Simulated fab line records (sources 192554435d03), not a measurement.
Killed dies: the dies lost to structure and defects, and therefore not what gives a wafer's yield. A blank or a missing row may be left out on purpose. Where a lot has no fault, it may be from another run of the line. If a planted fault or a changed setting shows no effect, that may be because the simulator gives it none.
Matching of chambers | flow n5 finfet | 4 sister chambers for N5_HKMG_FIN_STRIP_90 on rie diel-06
The step strips SOC in N2/H2, time 20 s. 14 wafers are shown with their chamber, then 7 later ones without.

== WAFERS, EACH WITH ITS CHAMBER ==
wafer  | chamber | drypump motor current A (A) | showerhead plenum p Torr (Torr) | throttle valve pct (%)
L106.1 | 3       | 6.2                         | 3.24                            | 18.9
L106.2 | 2       | 5.9                         | 3.30                            | 18.7
L106.6 | 3       | 6.2                         | 3.24                            | 18.9
L107.1 | 3       | 6.2                         | 3.24                            | 18.9
L107.4 | 2       | 5.9                         | 3.30                            | 18.7
L107.5 | 0       | 5.8                         | 3.31                            | 19.2
L110.3 | 0       | 5.8                         | 3.30                            | 19.2
L110.5 | 1       | 6.0                         | 3.38                            | 19.7
L110.6 | 0       | 5.8                         | 3.30                            | 19.2
L115.2 | 3       | 6.2                         | 3.23                            | 18.9
L115.5 | 3       | 6.1                         | 3.23                            | 19.0
L115.6 | 1       | 6.0                         | 3.37                            | 19.8
L122.3 | 1       | 6.0                         | 3.36                            | 19.8
L122.5 | 2       | 5.9                         | 3.29                            | 18.3

SIGNATURES (averages over the wafers above)
reading                  | chamber 0 | chamber 1 | chamber 2 | chamber 3 | scatter within a chamber
drypump motor current A  | 5.800     | 6.000     | 5.900     | 6.180     | 0.0283
showerhead plenum p Torr | 3.3033    | 3.3700    | 3.2967    | 3.2360    | 0.00673
throttle valve pct       | 19.200    | 19.767    | 18.567    | 18.920    | 0.11
Rule: a wafer's distance from a chamber is the root of the sum, over the readings, of the square of ((its reading less the chamber's mean) divided by the reading's scatter). The wafer belongs to the nearest chamber; if the next one is less than 2 further off, it can't be placed. The scatter is the square root of a quotient: the sum, over the shown wafers, of each reading's squared deviation from its chamber's mean, divided by wafers minus chambers.

== WAFERS WITH NO CHAMBER GIVEN ==
wafer  | drypump motor current A (A) | showerhead plenum p Torr (Torr) | throttle valve pct (%)
L122.6 | 6.0                         | 3.36                            | 19.8
L124.2 | 6.0                         | 3.36                            | 19.8
L124.3 | 5.9                         | 3.28                            | 18.3
L124.5 | 6.0                         | 3.36                            | 19.8
L125.1 | 5.8                         | 3.29                            | 18.8
L125.3 | 6.0                         | 3.36                            | 19.8
L125.6 | 5.8                         | 3.29                            | 18.8

== WHICH CHAMBER EACH WENT THROUGH ==
wafer  | from the rows above     | in truth
L122.6 | 1                       | 1
L124.2 | 1                       | 1
L124.3 | 2                       | 2
L124.5 | 1                       | 1
L125.1 | can't be placed: 0 or 2 | 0
L125.3 | 1                       | 1
L125.6 | can't be placed: 0 or 2 | 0
5 of 7 placed correctly. From these rows, 2 cannot be placed; in 2 the true chamber is one of the candidates. Wrongly placed: 0.
